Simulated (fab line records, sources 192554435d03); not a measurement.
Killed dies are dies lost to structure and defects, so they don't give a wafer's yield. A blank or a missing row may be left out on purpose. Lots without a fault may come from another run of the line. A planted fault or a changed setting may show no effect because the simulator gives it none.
fab line records | flow n5_finfet
record lots=11 wafers=29 last_day=19
route steps=1938 shown BEOL_M13@1713 BEOL_M14@1716
lots that met no fault: from a run of the same line without faults
start_h: hours from the record's first day to the start of the lot's first wafer shown | wait_h: hours since the lot's step before | " the same as in the row above | L1.1+2: a row that stands for several wafers | - no value, or no start given | * or withheld: withheld | < > ~ a bound
route shown NAME@n: a module of which the file shows steps, and the number in the route of the first | usual: mean/standard deviation of fault-free wafers | same: alike in all rows | chamber/n: place in a boat | sites: the reading at each site | _std_site: their standard deviation | _edge_site: outer sites' mean less inner sites' | radius_mm: how far each site lies from the wafer's centre | mask NAME#n: copy n | behind: the tool/chamber that last shaped the wafer | hold: why the lot was held/for how many hours/how that ended | device: the transistor (n, p or np) that didn't switch | end of line: the same wafers' tests at the end of the route | a step without rows: its recipe alone | killed: dies lost to structure and defects at the first sort, not the wafer's yield | map: a wafer's dies, x killed, . not, _ none there
set.NAME: the setting as run; set.NAME@STEP: as run at that earlier step | model.NAME: the simulator's own value behind a step, which no gauge read
steps of the route over a sample of lots; a table a step, a row a wafer
services: from which hour (start_h, from the record's first day; less than 0 if before it) a tool's chamber was out of use, for how many hours, and why
## steps
# step N5_BEOL_M13_DEP_53
# recipe material=SiCN target_thk_a=500 temp_c=withheld precursor=3MS/NH3 pressure_torr=3 rf_w=675 time_s=17.8
# usual showerhead_plenum_p_Torr=4.161/0.025 showerhead_vpp_V=1673/63 throttle_valve_pct=17.9/0.54
# columns lot.wafer tool chamber start_h wait_h showerhead_plenum_p_Torr showerhead_vpp_V since_wet_clean_h throttle_valve_pct
L143.1 pecvd-04 1 260.54 0.0 4.149 1645 1508 18.4
L143.2 " 0 " " 4.201 1577 783 18.8
L143.6 " 2 " " 4.184 1763 - 17.4
L148.2 pecvd-02 0 288.33 0.0 4.161 1728 1355 18.0
L148.5 " 2 " " 4.170 1682 - 17.4
L148.6 " 1 " " 4.154 1625 - 17.5
L146.3 pecvd-03 2 295.82 0.0 4.103 1786 240 17.8
L146.5 " 0 " " 4.143 1660 - 17.7
L145.1 pecvd-02 2 296.09 0.0 4.159 1697 608 17.4
L145.5 " 2 " " 4.181 1676 - 17.7
L147.1 pecvd-02 1 305.79 0.0 4.162 1621 2097 17.6
L147.4 " 0 " " 4.161 1691 - 18.0
L147.6 " 1 " " 4.162 1649 - 17.5
L149.1 pecvd-04 0 320.65 0.0 4.204 1590 843 18.8
L149.3 " 1 " " 4.164 1695 1568 18.6
L149.6 " 0 " " 4.198 1597 - 18.9
L150.2 pecvd-03 2 324.40 0.0 4.099 1781 269 17.6
L150.4 " 1 " " 4.155 1552 - 17.8
L150.5 " 0 " " 4.150 1634 - 17.7
L151.1 pecvd-03 1 333.82 0.0 4.146 1563 1763 17.9
L151.4 " 0 " " 4.134 1654 - 17.5
L151.5 " 1 " " 4.162 1606 - 17.8
L161.3 pecvd-03 2 376.77 0.0 4.107 1778 321 17.7
L161.5 " 2 " " 4.109 1759 - 17.7
L160.4 pecvd-04 0 397.70 0.0 4.198 1594 - 19.4
L160.5 " 1 " " 4.155 1673 - 18.3
L165.1 pecvd-02 2 437.27 0.0 4.180 1640 750 17.8
L165.3 " 0 " " 4.164 1718 1504 18.1
L165.5 " 2 " " 4.177 1688 - 17.6
# step N5_BEOL_M14_ILD_DEP_00
# recipe material=SiO2 target_thk_a=11193 temp_c=400 precursor=TEOS/O2 pressure_torr=6.5 rf_w=900 teos_flow_sccm=161.4 gas=O2 flow_sccm=2650 time_s=237.4
# usual heater_power_outer_w=311/60 heater_power_w=570/99 showerhead_plenum_p_Torr=8.33/0.045 showerhead_vpp_V=1901/130 throttle_valve_pct=18.3/0.56
# columns lot.wafer tool chamber start_h wait_h heater_power_outer_w heater_power_w showerhead_plenum_p_Torr showerhead_vpp_V since_wet_clean_h throttle_valve_pct
L143.1 pecvd-01 2 260.67 0.0 211 387 8.29 1813 392 18.1
L143.2 " 0 " " 418 700 8.40 1592 1146 16.8
L143.6 " 1 " " 196 425 8.35 2063 - 19.0
L148.2 pecvd-03 2 288.46 0.0 333 629 8.24 2026 233 18.5
L148.5 " 2 " " 309 606 8.25 2034 - 18.1
L148.6 " 0 " " 231 393 8.29 1878 - 18.2
L146.3 pecvd-03 1 295.95 0.0 422 749 8.32 1829 1725 18.5
L146.5 " 2 " " 235 512 8.27 2095 - 18.5
L145.1 pecvd-01 1 296.22 0.0 309 563 8.30 2083 1906 19.0
L145.5 " 2 " " 303 515 8.31 1814 - 18.3
L147.1 pecvd-01 1 305.92 0.0 281 522 8.33 2075 1916 19.1
L147.4 " 2 " " 304 513 8.29 1822 - 18.3
L147.6 " 1 " " 307 562 8.31 2028 - 19.0
L149.1 pecvd-02 1 320.78 0.0 225 417 8.34 1890 2112 18.0
L149.3 " 2 " " 410 715 8.38 1937 633 17.9
L149.6 " 1 " " 273 506 8.35 1922 - 18.2
L150.2 pecvd-03 2 324.53 0.0 248 545 8.24 2055 269 18.2
L150.4 " 1 " " 411 741 8.33 1834 - 18.4
L150.5 " 0 " " 324 528 8.32 1914 - 18.2
L151.1 pecvd-02 2 333.95 0.0 308 587 8.39 1954 646 18.2
L151.4 " 2 " " 384 676 8.37 1948 - 18.1
L151.5 " 0 " " 233 500 8.32 1989 - 18.5
L161.3 pecvd-01 2 376.90 0.0 245 431 8.31 1828 508 18.4
L161.5 " 1 " " 202 427 8.32 2061 - 19.2
L160.4 pecvd-02 0 397.90 0.1 237 512 8.35 1938 - 18.6
L160.5 " 2 " " 441 732 8.38 1922 - 18.4
L165.1 pecvd-03 1 437.40 0.0 402 759 8.34 1817 1866 18.3
L165.3 " 0 " " 307 511 8.32 1909 1141 18.1
L165.5 " 1 " " 292 589 8.34 1802 - 18.6
# step N5_BEOL_M14_STRIP_37
# recipe chemistry=O2 power_w=600 temp_c=60 pressure_mtorr=30 rf_frequency_hz=6e+07 bias_power_w=0 overash_fraction=0.3 o2_flow_sccm=225
# usual drypump_motor_current_A=5.5/0.4 oes_product_au=0.82/0.053 rf_vpp_V=3.6/1.1 showerhead_plenum_p_Torr=2.12/0.077 throttle_valve_pct=16.63/0.14
# columns lot.wafer tool chamber start_h wait_h drypump_motor_current_A oes_product_au rf_hours_counter_h rf_vpp_V showerhead_plenum_p_Torr throttle_valve_pct
L143.1 rie_diel-04 2 267.45 4.6 5.4 0.78 120 3.5 2.10 16.37
L143.2 " 1 " " 6.5 0.84 78 2.3 2.03 16.86
L143.6 " 3 " " 5.9 0.89 - 1.9 2.22 16.65
L148.2 rie_diel-03 3 294.46 3.7 5.5 0.75 125 6.0 2.19 16.56
L148.5 " 0 " " 5.4 0.73 - 2.6 2.03 16.84
L148.6 " 3 " " 5.5 0.75 - 4.7 2.19 16.54
L146.3 rie_diel-04 3 298.13 0.1 5.9 0.87 47 2.2 2.22 16.64
L146.5 " 3 " " 5.9 0.86 - 3.8 2.21 16.65
L145.1 rie_diel-03 2 298.59 0.2 5.6 0.73 160 3.4 2.00 16.81
L145.5 " 0 " " 5.4 0.73 - 3.8 2.03 16.83
L147.1 rie_diel-01 3 314.16 6.2 4.9 0.83 79 2.2 2.12 16.54
L147.4 " 2 " " 5.9 0.91 28 4.3 2.22 16.51
L147.6 " 3 " " 4.9 0.83 - 4.1 2.12 16.52
L149.1 rie_diel-01 2 323.06 0.1 5.9 0.91 31 4.8 2.22 16.52
L149.3 " 1 " " 5.2 0.83 50 4.1 2.13 16.52
L149.6 " 3 " " 5.0 0.83 - 5.8 2.12 16.56
L150.2 rie_diel-03 1 332.30 5.4 5.3 0.81 87 3.1 2.23 16.50
L150.4 " 0 " " 5.3 0.73 181 3.8 2.02 16.82
L150.5 " 0 " " 5.3 0.72 - 2.6 2.02 16.89
L151.1 rie_diel-04 1 338.68 2.1 6.5 0.81 101 4.9 2.02 16.93
L151.4 " 1 " " 6.5 0.82 - 3.2 2.02 16.94
L151.5 " 3 " " 5.9 0.84 - 4.2 2.21 16.71
L161.3 rie_diel-01 1 390.15 11.1 5.3 0.80 76 4.7 2.13 16.54
L161.5 " 1 " " 5.2 0.80 - 2.7 2.13 16.58
L160.4 rie_diel-01 1 402.39 1.9 5.2 0.81 81 4.0 2.12 16.57
L160.5 " 3 " " 4.9 0.81 - 3.8 2.11 16.56
L165.1 rie_diel-04 3 440.99 0.8 5.8 0.82 96 2.7 2.20 16.75
L165.3 " 2 " " 5.4 0.73 172 2.3 2.08 16.48
L165.5 " 2 " " 5.4 0.74 - 3.9 2.08 16.48
# step N5_BEOL_M14_ETCH_38
# recipe chemistry=CF4/N2 target=SiCN target_depth_a=1065 taper_deg=2 time_s=120.6 ion_energy_ev=150 mask_material=SiO2 pressure_mtorr=40 source_w=430 bias_w=70 Ar_flow_sccm=100 cf4_flow_sccm=60 n2_flow_sccm=60
# usual drypump_motor_current_A=5.5/0.4 oes_product_au=0.81/0.057 rf_vpp_V=382.7/2.1 showerhead_plenum_p_Torr=2.23/0.078 throttle_valve_pct=15.39/0.14
# columns lot.wafer tool chamber start_h wait_h drypump_motor_current_A oes_product_au rf_hours_counter_h rf_vpp_V showerhead_plenum_p_Torr throttle_valve_pct
L143.1 rie_diel-04 2 267.49 - 5.5 0.78 120 383.8 2.21 15.16
L143.2 " 1 " " 6.5 0.84 78 380.0 2.15 15.68
L143.6 " 3 " " 5.8 0.89 - 385.6 2.33 15.41
L148.2 rie_diel-03 3 294.50 - 5.5 0.73 125 385.7 2.31 15.34
L148.5 " 0 " " 5.3 0.73 - 379.8 2.12 15.53
L148.6 " 3 " " 5.5 0.75 - 385.4 2.31 15.34
L146.3 rie_diel-04 3 298.17 - 5.9 0.87 47 385.7 2.33 15.43
L146.5 " 3 " " 5.9 0.87 - 385.6 2.33 15.42
L145.1 rie_diel-03 2 298.63 - 5.6 0.73 160 380.6 2.11 15.59
L145.5 " 0 " " 5.4 0.73 - 379.3 2.12 15.54
L147.1 rie_diel-01 3 314.20 - 4.9 0.84 79 383.3 2.23 15.28
L147.4 " 2 " " 6.0 0.91 28 385.3 2.34 15.31
L147.6 " 3 " " 5.0 0.84 - 382.4 2.23 15.28
L149.1 rie_diel-01 2 323.10 - 5.9 0.92 31 385.4 2.34 15.32
L149.3 " 1 " " 5.2 0.85 50 383.1 2.25 15.28
L149.6 " 3 " " 5.0 0.84 - 383.3 2.23 15.29
L150.2 rie_diel-03 1 332.34 - 5.3 0.84 87 384.9 2.32 15.11
L150.4 " 0 " " 5.4 0.72 181 380.2 2.11 15.55
L150.5 " 0 " " 5.4 0.72 - 379.1 2.12 15.57
L151.1 rie_diel-04 1 338.72 - 6.5 0.82 101 381.5 2.14 15.74
L151.4 " 1 " " 6.5 0.81 - 381.0 2.14 15.72
L151.5 " 3 " " 5.9 0.84 - 384.0 2.32 15.48
L161.3 rie_diel-01 1 390.19 - 5.2 0.80 76 383.9 2.24 15.35
L161.5 " 1 " " 5.2 1.01 - 383.1 2.24 15.34
L160.4 rie_diel-01 1 402.43 - 5.2 0.81 81 383.0 2.24 15.36
L160.5 " 3 " " 5.0 1.02 - 381.3 2.22 15.32
L165.1 rie_diel-04 3 441.03 - 5.9 0.81 96 385.6 2.31 15.52
L165.3 " 2 " " 5.5 0.72 172 381.2 2.20 15.26
L165.5 " 2 " " 5.4 0.72 - 381.5 2.20 15.28
## services
# columns tool chamber start_h hours kind
pecvd-04 0 245.24 6.4 repair
rie_diel-01 2 246.55 8.5 repair
pecvd-03 1 278.44 12.3 repair
rie_diel-01 1 287.24 4.2 repair
pecvd-02 - 299.94 5.5 pm
pecvd-03 0 300.65 12.7 repair
rie_diel-03 3 307.29 5.7 repair
pecvd-01 0 310.77 1.8 repair
pecvd-04 1 321.81 5.6 repair
pecvd-02 - 323.14 0.7 repair
rie_diel-04 2 323.48 19.8 repair
pecvd-01 - 326.53 0.5 repair
pecvd-01 - 330.65 0.3 repair
pecvd-01 - 332.47 1.4 repair
pecvd-03 0 338.57 5.5 scheduled_down
rie_diel-03 1 365.16 4.2 repair
rie_diel-01 - 366.85 0.9 repair
rie_diel-03 2 375.72 4.9 repair
rie_diel-04 - 381.01 2.8 pm
pecvd-03 0 383.19 5.0 scheduled_down
pecvd-02 1 383.62 - clean
pecvd-03 1 392.58 5.5 scheduled_down
pecvd-04 - 398.81 2.8 pm
pecvd-01 1 428.77 2.4 repair
## key
first_sign step=N5_BEOL_M14_ETCH_38 reading=oes_product_au direction=up sigmas=3.5 usual=0.81 struck=1.01
effect none on later readings
met_at N5_BEOL_M14_ETCH_38
struck_lots L160,L161
struck_wafers L160.5,L161.5
not_acting_at N5_BEOL_M13_DEP_53,N5_BEOL_M14_ILD_DEP_00,N5_BEOL_M14_STRIP_37
onset_between 323.10 390.19
fault kind=process_parameter_drift tool=rie_diel-01 chamber=- onset_h=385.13 steps=N5_BEOL_M14_ETCH_38 channel=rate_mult offset=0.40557 shape=step end_h=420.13 scope=struck_wafers_only
